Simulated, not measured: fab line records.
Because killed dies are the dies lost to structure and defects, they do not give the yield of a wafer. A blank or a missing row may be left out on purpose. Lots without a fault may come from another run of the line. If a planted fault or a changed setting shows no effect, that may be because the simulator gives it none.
fab line records	flow n5Finfet
[record] lots = 6	wafers = 18	lastDay = 18
route steps=1938 shown BEOL_M6@1221
lots with no fault: from the same line, run without faults
startH: the number of hours between the record's first day and the start of the first shown wafer of the lot	waitH: how many hours have passed since the lot's step before this one	" unchanged from the row above	L1.1+2: a row that stands for several wafers	- no value present, or no start provided	* or withheld: withheld	< > ~ a bound
route shown NAME@n: names a module that has steps shown in the file, with the first one's number in the route	usual: mean and standard deviation over wafers with no fault	same: alike in all rows	chamber/n: place in a boat	sites: per-site readings	_std_site: the values' standard deviation	_edge_site: the outer-site mean with the inner-site mean subtracted	radiusMm: for every site, how far away it sits from the centre of the wafer	mask NAME#n: copy n	behind: tool/chamber where the wafer was last shaped	hold: reason for holding the lot/hours on hold/outcome of the hold	device: the n, p or np transistor that did not switch	end of line: the route-end tests of the same wafers	a step without rows: its recipe alone	killed: dies lost to structure and defects at the first sort, not the wafer's yield	map: a wafer's dies, x killed, . not, _ none there
set.NAME: the run value of the setting; set.NAME@STEP: its run value at that earlier step	model.NAME: the simulator's own value behind a step, which no gauge read
lots at selected steps of the route; one table per step, one row per wafer
services: from which hour (startH, from the record's first day; less than 0 if before it) a tool's chamber was out of use, for how many hours, and why
[[steps]]
[step N5_BEOL_M6_COAT_22]
[recipe] resist = CAR-EUV	spinRpm = 1500	resistThkNm = 30
[step N5_BEOL_M6_EBR_24]
[recipe] solvent = PGMEA	ebrWidthMm = 1.5
[step N5_BEOL_M6_SOFTBAKE_23]
[recipe] tempC = 110	timeS = 60	resist = CAR-EUV
[step N5_BEOL_M6_EXPOSE_25]
[recipe] maskId = V5	na = 0.33	sourceShape = annular	sigmaInner = 0.4	sigmaOuter = 0.8	polarization = unpolarized	targetCdNm = 40	doseMj = 45
[step N5_BEOL_M6_PEB_26]
[recipe] pebTempC = 100	pebTimeS = 60	resist = CAR-EUV
[step N5_BEOL_M6_DEVELOP_27]
[recipe] developTimeS = 30	developer = TMAH	resist = CAR-EUV	rinseLiquid = surfactantRinse	dry = airSpin	devTempC = 23
[step N5_BEOL_M6_CD_MEAS_28]
[recipe] targetCdNm = 40	landingEnergyEv = 500	detector = seInlens
[usual] cdNm = 39.98/0.21
lot.wafer	tool	chamber	startH	waitH	cdNm
L519.4	cdSem-03	0	186.03	-	39.82
L519.5	"	0	"	"	40.03
L519.6	"	0	"	"	40.11
L527.1	cdSem-03	0	242.54	-	39.78
L527.2	"	0	"	"	39.91
L527.4	"	0	"	"	40.16
L532.3	cdSem-03	0	270.15	-	39.76
L532.5	"	0	"	"	39.69
L532.6	"	0	"	"	39.61
L537.1	cdSem-02	0	290.56	-	40.06
L537.5	"	0	"	"	40.06
L537.6	"	0	"	"	39.77
L538.2	cdSem-02	0	304.81	-	40.49
L538.3	"	0	"	"	39.93
L538.6	"	0	"	"	40.29
L540.2	cdSem-02	0	333.95	-	39.77
L540.3	"	0	"	"	40.37
L540.4	"	0	"	"	39.93
[step N5_BEOL_M6_OVL_MEAS_29]
[recipe] pointsPerWafer = 522
[usual] V5_OVL = 0.2/0.72
lot.wafer	tool	chamber	startH	waitH	V5_OVL[nm]
L519.4	overlay-02	0	186.08	0.0	0.8
L519.5	"	0	"	"	0.6
L519.6	"	0	"	"	1.1
L527.1	overlay-01	0	242.57	0.0	-0.3
L527.2	"	0	"	"	-0.9
L527.4	"	0	"	"	-0.8
L532.3	overlay-01	0	270.19	0.0	0.5
L532.5	"	0	"	"	-1.1
L532.6	"	0	"	"	-1.8
L537.1	overlay-01	0	290.59	0.0	1.6
L537.5	"	0	"	"	0.6
L537.6	"	0	"	"	1.0
L538.2	overlay-01	0	304.85	0.0	1.6
L538.3	"	0	"	"	0.7
L538.6	"	0	"	"	0.5
L540.2	overlay-02	0	333.98	0.0	1.0
L540.3	"	0	"	"	1.3
L540.4	"	0	"	"	1.7
[step N5_BEOL_M6_INSPECT_30]
[recipe] mode = adi	inspectInstrument = brightfield
[usual] rawDefectCount = 423/110
lot.wafer	tool	chamber	startH	waitH	rawDefectCount
L519.4	defectInspect-01	-	186.12	0.0	438
L519.5	"	-	"	"	480
L519.6	"	-	"	"	480
L527.1	defectInspect-01	-	242.63	0.1	355
L527.2	"	-	"	"	283
L527.4	"	-	"	"	294
L532.3	defectInspect-02	-	270.23	0.0	579
L532.5	"	-	"	"	771
L532.6	"	-	"	"	576
L537.1	defectInspect-02	-	290.65	0.1	411
L537.5	"	-	"	"	330
L537.6	"	-	"	"	359
L538.2	defectInspect-01	-	304.90	0.0	550
L538.3	"	-	"	"	464
L538.6	"	-	"	"	353
L540.2	defectInspect-01	-	334.03	0.0	308
L540.3	"	-	"	"	275
L540.4	"	-	"	"	346
[step N5_BEOL_M6_DESCUM_33]
[recipe] chemistry = O2	timeS = 7	sourcePowerW = 50	biasPowerW = 20	pressureMtorr = 20	rfFrequencyHz = 2.712e+07	tempC = 40	resist = CAR-EUV	o2FlowSccm = 225
[usual] drypumpMotorCurrentA = 5.9/0.42	oesProductAu = 0.81/0.095	rfVppV = 243.1/1.3	showerheadPlenumPTorr = 2.08/0.07	tempC = 40.00/0.11	throttleValvePct = 20.26/0.25
lot.wafer	tool	chamber	startH	waitH	drypumpMotorCurrentA	oesProductAu	rfHoursCounterH	rfVppV	showerheadPlenumPTorr	tempC	throttleValvePct
L519.4	rieDiel-03	2	186.26	0.1	6.4	0.72	-	241.1	1.99	40.15	20.36
L519.5	"	3	"	"	6.3	0.70	-	241.5	2.07	40.05	20.78
L519.6	"	1	"	"	5.8	0.72	-	243.2	2.17	40.21	20.42
L527.1	rieDiel-02	0	242.88	0.3	5.5	0.77	129	243.8	2.09	40.19	19.99
L527.2	"	2	"	"	5.6	0.90	36	243.8	2.13	40.06	20.63
L527.4	"	2	"	"	5.6	0.90	-	244.1	2.13	40.10	20.64
L532.3	rieDiel-03	2	270.28	0.0	6.4	0.69	232	241.9	1.98	40.07	20.40
L532.5	"	1	"	"	5.8	0.69	-	245.2	2.16	39.93	20.45
L532.6	"	0	"	"	6.3	0.90	-	241.2	2.05	39.87	19.92
L537.1	rieDiel-03	3	290.68	0.0	6.3	0.92	19	242.4	2.06	40.05	20.42
L537.5	"	2	"	"	6.4	0.69	-	242.8	1.98	40.01	20.42
L537.6	"	3	"	"	6.3	0.92	-	243.8	2.06	40.11	20.42
L538.2	rieDiel-03	3	305.30	0.4	6.3	0.91	25	243.9	2.06	39.94	20.43
L538.3	"	0	"	"	6.3	0.87	41	240.9	2.04	40.06	19.95
L538.6	"	0	"	"	6.3	0.88	-	242.8	2.04	40.09	19.94
L540.2	rieDiel-01	0	334.49	0.5	6.2	0.84	60	244.4	2.12	40.10	19.89
L540.3	"	1	"	"	5.9	0.81	90	242.5	2.01	39.91	20.24
L540.4	"	3	"	"	6.2	0.79	103	246.0	2.20	40.03	20.18
[step N5_BEOL_M6_ETCH_72]
[recipe] chemistry = N2/H2	target = underlayer	targetDepthA = 65	maskMaterial = CAR-EUV	timeS = 5.2	ionEnergyEv = 200	pressureMtorr = 30	sourceW = 840	biasW = 150	n2FlowSccm = 200	h2FlowSccm = 200	ends = cleared
[usual] drypumpMotorCurrentA = 5.9/0.42	etchRfOnTimeS = 5.17/0.061	h2FlowSccm = 200.0/0.68	oesProductAu = 0.69/0.08	rfVppV = 523.6/2.5	showerheadPlenumPTorr = 2.53/0.083	throttleValvePct = 17.72/0.22
lot.wafer	tool	chamber	startH	waitH	drypumpMotorCurrentA	etchRfOnTimeS	h2FlowSccm	oesProductAu	rfHoursCounterH	rfVppV	showerheadPlenumPTorr	throttleValvePct
L519.4	rieDiel-03	2	186.29	0.0	6.4	5.12	200.0	0.61	-	519.7	2.42	17.79
L519.5	"	3	"	"	6.3	5.25	199.3	0.59	-	521.1	2.51	18.29
L519.6	"	1	"	"	5.8	5.20	199.8	0.61	-	526.7	2.63	17.79
L527.1	rieDiel-02	0	242.91	0.0	5.5	5.14	200.1	0.66	129	523.8	2.55	17.54
L527.2	"	2	"	"	5.7	5.14	198.9	0.76	36	524.9	2.59	17.97
L527.4	"	2	"	"	5.7	5.14	199.3	0.77	-	527.1	2.59	17.98
L532.3	rieDiel-03	2	270.32	0.0	6.4	5.19	201.2	0.60	232	520.5	2.40	17.84
L532.5	"	1	"	"	5.8	5.15	200.0	0.58	-	524.8	2.62	17.89
L532.6	"	0	"	"	6.3	5.26	200.9	0.76	-	525.0	2.49	17.36
L537.1	rieDiel-03	3	290.72	0.0	6.3	5.10	200.8	0.78	19	521.8	2.50	17.86
L537.5	"	2	"	"	6.4	5.21	201.1	0.59	-	522.3	2.40	17.86
L537.6	"	3	"	"	6.3	5.17	200.0	0.79	-	523.2	2.50	17.87
L538.2	rieDiel-03	3	305.33	0.0	6.3	5.11	199.7	0.77	25	522.0	2.50	17.88
L538.3	"	0	"	"	6.3	5.28	198.0	0.74	41	522.2	2.48	17.38
L538.6	"	0	"	"	6.3	5.26	198.8	0.73	-	522.3	2.48	17.41
L540.2	rieDiel-01	0	334.53	0.0	6.2	5.07	199.7	0.72	60	525.2	2.58	17.39
L540.3	"	1	"	"	5.9	5.09	199.2	0.70	90	521.9	2.46	17.79
L540.4	"	3	"	"	6.2	5.11	201.2	0.68	103	529.5	2.67	17.65
[step N5_BEOL_M6_ETCH_65]
[recipe] chemistry = CF4	target = SiARC	targetDepthA = 156	maskMaterial = CAR-EUV	timeS = 26	ionEnergyEv = 80	pressureMtorr = 40	sourceW = 545	biasW = 36	Ar_flow_sccm = 100	cf4FlowSccm = 100	ends = cleared
[usual] cf4FlowSccm = 99.97/0.29	drypumpMotorCurrentA = 5.9/0.42	etchRfOnTimeS = 25.84/0.29	oesProductAu = 0.69/0.08	rfVppV = 184.0/1.3	showerheadPlenumPTorr = 2.13/0.067	throttleValvePct = 15.46/0.24
lot.wafer	tool	chamber	startH	waitH	cf4FlowSccm	drypumpMotorCurrentA	etchRfOnTimeS	oesProductAu	rfHoursCounterH	rfVppV	showerheadPlenumPTorr	throttleValvePct
L519.4	rieDiel-03	2	186.31	0.0	99.91	6.4	25.71	0.62	-	183.1	2.03	15.54
L519.5	"	3	"	"	99.84	6.3	26.08	0.60	-	182.7	2.11	15.95
L519.6	"	1	"	"	99.94	5.8	25.59	0.62	-	186.3	2.21	15.59
L527.1	rieDiel-02	0	242.93	0.0	99.96	5.5	25.44	0.67	129	184.5	2.15	15.25
L527.2	"	2	"	"	99.72	5.6	25.55	0.77	36	184.0	2.18	15.79
L527.4	"	2	"	"	99.43	5.6	25.53	0.77	-	184.6	2.18	15.76
L532.3	rieDiel-03	2	270.33	0.0	100.20	6.4	25.80	0.59	232	184.0	2.02	15.64
L532.5	"	1	"	"	100.13	5.8	25.74	0.60	-	187.3	2.19	15.68
L532.6	"	0	"	"	99.75	6.3	26.21	0.75	-	183.1	2.10	15.12
L537.1	rieDiel-03	3	290.74	0.0	99.57	6.3	25.83	0.78	19	183.5	2.11	15.51
L537.5	"	2	"	"	99.92	6.4	26.13	0.59	-	182.2	2.02	15.64
L537.6	"	3	"	"	99.49	6.3	25.69	0.79	-	183.1	2.11	15.51
L538.2	rieDiel-03	3	305.35	0.0	99.89	6.3	25.59	0.77	25	183.1	2.10	15.53
L538.3	"	0	"	"	99.70	6.3	26.23	0.74	41	184.0	2.09	15.16
L538.6	"	0	"	"	99.89	6.3	26.29	0.74	-	184.0	2.09	15.15
L540.2	rieDiel-01	0	334.55	0.0	100.30	6.2	25.48	0.72	60	184.1	2.17	15.13
L540.3	"	1	"	"	99.98	5.9	25.58	0.69	90	184.3	2.07	15.46
L540.4	"	3	"	"	99.86	6.2	25.83	0.68	103	187.5	2.24	15.37
[step N5_BEOL_M6_ETCH_66]
[recipe] chemistry = N2/H2	target = SOC	targetDepthA = 800	overetchA = 160	maskMaterial = SiARC	tempC = 40	timeS = 120	ionEnergyEv = 200	pressureMtorr = 30	sourceW = 840	biasW = 150	n2FlowSccm = 200	h2FlowSccm = 200
[usual] drypumpMotorCurrentA = 5.9/0.42	h2FlowSccm = 199.9/0.67	oesProductAu = 0.62/0.07	rfVppV = 523.6/2.4	showerheadPlenumPTorr = 2.53/0.083	tempC = 40.00/0.12	throttleValvePct = 17.68/0.22
lot.wafer	tool	chamber	startH	waitH	drypumpMotorCurrentA	h2FlowSccm	oesProductAu	rfHoursCounterH	rfVppV	showerheadPlenumPTorr	tempC	throttleValvePct	model.SiARC_of_BEOL_M6_COAT_64.thkNm	model.BEOL_M6.cdNm
L519.4	rieDiel-03	2	186.37	0.0	6.4	200.3	0.55	-	519.9	2.42	40.03	17.75	6.2	40.2
L519.5	"	3	"	"	6.3	200.4	0.54	-	523.5	2.51	40.02	18.23	6.4	40.2
L519.6	"	1	"	"	5.8	200.0	0.55	-	526.2	2.63	39.75	17.80	6.4	40.4
L527.1	rieDiel-02	0	242.96	0.0	5.5	199.9	0.59	129	523.6	2.55	39.76	17.52	6.4	40
L527.2	"	2	"	"	5.7	200.9	0.68	36	526.2	2.59	40.00	17.94	6.4	40.2
L527.4	"	2	"	"	5.6	200.0	0.68	-	524.8	2.59	39.84	17.93	6.4	40
L532.3	rieDiel-03	2	270.36	0.0	6.4	200.1	0.53	232	521.4	2.40	39.85	17.81	6.2	40
L532.5	"	1	"	"	5.8	200.2	0.53	-	526.0	2.62	39.89	17.85	6.4	39.6
L532.6	"	0	"	"	6.3	198.3	0.68	-	522.8	2.49	39.97	17.31	6.4	40
L537.1	rieDiel-03	3	290.76	0.0	6.3	199.7	0.70	19	523.3	2.50	39.95	17.84	7.2	40
L537.5	"	2	"	"	6.4	201.2	0.53	-	519.8	2.40	39.91	17.81	7.2	39.8
L537.6	"	3	"	"	6.3	199.4	0.69	-	522.8	2.50	40.12	17.85	7.2	39.8
L538.2	rieDiel-03	3	305.38	0.0	6.3	200.1	0.68	25	522.7	2.50	40.16	17.83	7.2	40
L538.3	"	0	"	"	6.3	199.6	0.66	41	523.5	2.48	40.06	17.34	7.4	40
L538.6	"	0	"	"	6.3	199.3	0.66	-	523.1	2.48	39.99	17.33	7.4	40
L540.2	rieDiel-01	0	334.57	0.0	6.2	199.5	0.64	60	524.8	2.58	40.06	17.32	6.4	40.2
L540.3	"	1	"	"	5.9	199.7	0.62	90	521.8	2.46	40.07	17.75	6.4	40
L540.4	"	3	"	"	6.2	200.1	0.61	103	527.0	2.67	40.11	17.60	6.4	40.2
[step N5_BEOL_M6_STRIP_69]
[recipe] chemistry = N2/H2	tempC = 40	n2FlowSccm = 200	h2FlowSccm = 200	rfFrequencyHz = 6e+07
[step N5_BEOL_M6_STRIP_73]
[recipe] chemistry = N2/H2	tempC = 40	n2FlowSccm = 200	h2FlowSccm = 200	rfFrequencyHz = 6e+07
[step N5_BEOL_M6_VIA_ETCH_34]
[recipe] chemistry = C4F6/O2	target = SiCOH_lowk	targetDepthA = 1263	maskMaterial = SOC	taperDeg = 4	timeS = 50.9	ionEnergyEv = 250	pressureMtorr = 30	sourceW = 345	biasW = 185	Ar_flow_sccm = 300	C4F6_flow_sccm = 10	O2_flow_sccm = 10
[usual] drypumpMotorCurrentA = 5.9/0.42	oesProductAu = 0.81/0.095	rfVppV = 663/6.8	showerheadPlenumPTorr = 2.84/0.09	throttleValvePct = 20.74/0.24
lot.wafer	tool	chamber	startH	waitH	drypumpMotorCurrentA	oesProductAu	rfHoursCounterH	rfVppV	showerheadPlenumPTorr	throttleValvePct	model.BEOL_M6.cdNm
L519.4	rieDiel-03	2	186.45	0.0	6.5	0.72	-	673	2.71	20.77	40.2
L519.5	"	3	"	"	6.3	0.69	-	659	2.82	21.27	40.2
L519.6	"	1	"	"	5.8	0.72	-	666	2.93	20.80	40.4
L527.1	rieDiel-02	0	243.06	0.0	5.5	0.77	129	660	2.86	20.55	40
L527.2	"	2	"	"	5.6	0.88	36	657	2.90	21.10	40.4
L527.4	"	2	"	"	5.6	0.89	-	659	2.90	21.10	40.2
L532.3	rieDiel-03	2	270.46	0.0	6.4	0.69	232	672	2.69	20.83	39.8
L532.5	"	1	"	"	5.8	0.69	-	666	2.92	20.86	39.8
L532.6	"	0	"	"	6.3	0.88	-	668	2.78	20.35	40
L537.1	rieDiel-03	3	290.87	0.0	6.3	0.92	19	659	2.81	20.91	40
L537.5	"	2	"	"	6.4	0.69	-	672	2.69	20.82	39.8
L537.6	"	3	"	"	6.3	0.92	-	657	2.81	20.92	39.8
L538.2	rieDiel-03	3	305.48	0.0	6.3	0.91	25	659	2.81	20.94	40
L538.3	"	0	"	"	6.3	0.87	41	668	2.78	20.39	40
L538.6	"	0	"	"	6.3	0.87	-	668	2.78	20.39	40
L540.2	rieDiel-01	0	334.67	0.0	6.2	0.85	61	656	2.89	20.42	40.2
L540.3	"	1	"	"	5.9	0.80	90	656	2.75	20.75	40
L540.4	"	3	"	"	6.2	0.79	103	670	2.98	20.65	40.2
[step N5_BEOL_M6_STRIP_76]
[recipe] chemistry = C4F6/O2	resist = SiARC	rfFrequencyHz = 6e+07
[[services]]
tool	chamber	startH	hours	kind
rieDiel-03	0	165.62	14.4	repair
rieDiel-01	1	172.82	7.6	repair
rieDiel-02	0	174.77	2.9	repair
rieDiel-03	0	180.07	-	clean
rieDiel-03	0	180.07	-	consumableReplace:focusRing
rieDiel-03	0	180.07	19.5	scheduledDown
rieDiel-03	0	180.07	19.5	ventCycle
rieDiel-03	3	199.55	-	clean
rieDiel-03	3	199.55	-	consumableReplace:focusRing
rieDiel-03	3	199.55	31.3	scheduledDown
rieDiel-03	3	199.55	31.3	ventCycle
rieDiel-01	3	225.93	4.2	repair
rieDiel-03	1	296.75	-	clean
rieDiel-03	1	296.75	-	consumableReplace:focusRing
rieDiel-03	1	296.75	21.4	scheduledDown
rieDiel-03	1	296.75	21.4	ventCycle
rieDiel-03	-	297.60	0.3	repair
rieDiel-03	2	307.14	2.8	repair
rieDiel-03	2	325.56	-	clean
rieDiel-03	2	325.56	-	consumableReplace:focusRing
rieDiel-03	2	325.56	-	consumableReplace:showerhead
rieDiel-03	2	325.56	22.2	scheduledDown
rieDiel-03	2	325.56	22.2	ventCycle
rieDiel-01	-	326.39	2.8	pm
[[key]]
firstSign none at tools or gauges
[modelEffect] step = N5_BEOL_M6_ETCH_66	value = SiARC_of_BEOL_M6_COAT_64.thkNm	without = 6.4	struck = 7.267
[modelEffect] step = N5_BEOL_M6_VIA_ETCH_34	value = BEOL_M6.cdNm	without = 40.3	struck = 39.93
metAt N5_BEOL_M6_ETCH_66
struckWafers L537.1,L537.5,L537.6,L538.2,L538.3,L538.6
onsetBetween 270.36 290.76
alsoFits N5_BEOL_M6_DESCUM_33:rieDiel-03,N5_BEOL_M6_ETCH_72:rieDiel-03,N5_BEOL_M6_ETCH_65:rieDiel-03
[earlierFault] kind = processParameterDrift	tool = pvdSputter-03	chamber = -	onsetH = 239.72	steps = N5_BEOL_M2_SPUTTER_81	channel = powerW	offset = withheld	shape = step	actsIn = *
[fault] kind = processParameterDrift	tool = rieDiel-03	chamber = -	onsetH = 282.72	steps = N5_BEOL_M6_ETCH_66	channel = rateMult	offset = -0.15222	shape = step
